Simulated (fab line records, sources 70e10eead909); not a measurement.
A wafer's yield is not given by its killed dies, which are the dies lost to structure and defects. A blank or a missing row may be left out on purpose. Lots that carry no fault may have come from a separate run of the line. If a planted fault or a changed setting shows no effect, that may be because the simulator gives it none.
Chamber matching | flow nandHarc | NHARC_A_ZERO_WELL_ETCH_19 on rieDiel-07 has 4 sister chambers
The step etches the open film in N2/H2, target depth 80 nm, overetch 24 nm, time 87.88 s. 8 wafers are shown with their chamber, then 6 later ones without.

EACH WAFER AND ITS CHAMBER
wafer  | chamber | drypumpMotorCurrentA (A) | rfVppV (V)
L600.2 | 2       | 5.2                      | 428.1
L603.4 | 1       | 6.0                      | 427.7
L603.5 | 3       | 5.1                      | 431.5
L605.1 | 0       | 6.1                      | 429.5
L605.3 | 2       | 5.2                      | 429.2
L605.5 | 1       | 6.0                      | 428.5
L606.2 | 0       | 6.1                      | 428.5
L606.3 | 3       | 5.0                      | 430.5

WAFERS MISSING THEIR CHAMBER
wafer  | drypumpMotorCurrentA (A) | rfVppV (V)
L606.5 | 5.0                      | 431.6
L611.2 | 5.1                      | 431.3
L611.4 | 5.9                      | 425.3
L611.6 | 5.9                      | 428.3
L620.2 | 5.0                      | 430.3
L620.6 | 5.2                      | 429.1

CHAMBER TAKEN BY EACH
wafer  | from the rows above | in truth
L606.5 | 3                   | 3
L611.2 | 3                   | 3
L611.4 | 1                   | 1
L611.6 | 1                   | 1
L620.2 | 3                   | 3
L620.6 | 2                   | 2
Correct placement for 6 of the 6. Can't be placed from these rows: 0. 0 placed wrongly.
How it was worked out, from the rows above alone: a wafer's distance from a chamber is the root of the sum, over the readings, of the square of ((its reading less the chamber's mean) divided by the reading's scatter). If the next closest chamber is less than 2 further off than the closest, the wafer can't be placed; otherwise it belongs to the closest. A chamber's mean is the mean of its shown wafers. The scatter is the square root of a quotient: the sum, over the shown wafers, of each reading's squared deviation from its chamber's mean, divided by wafers minus chambers.
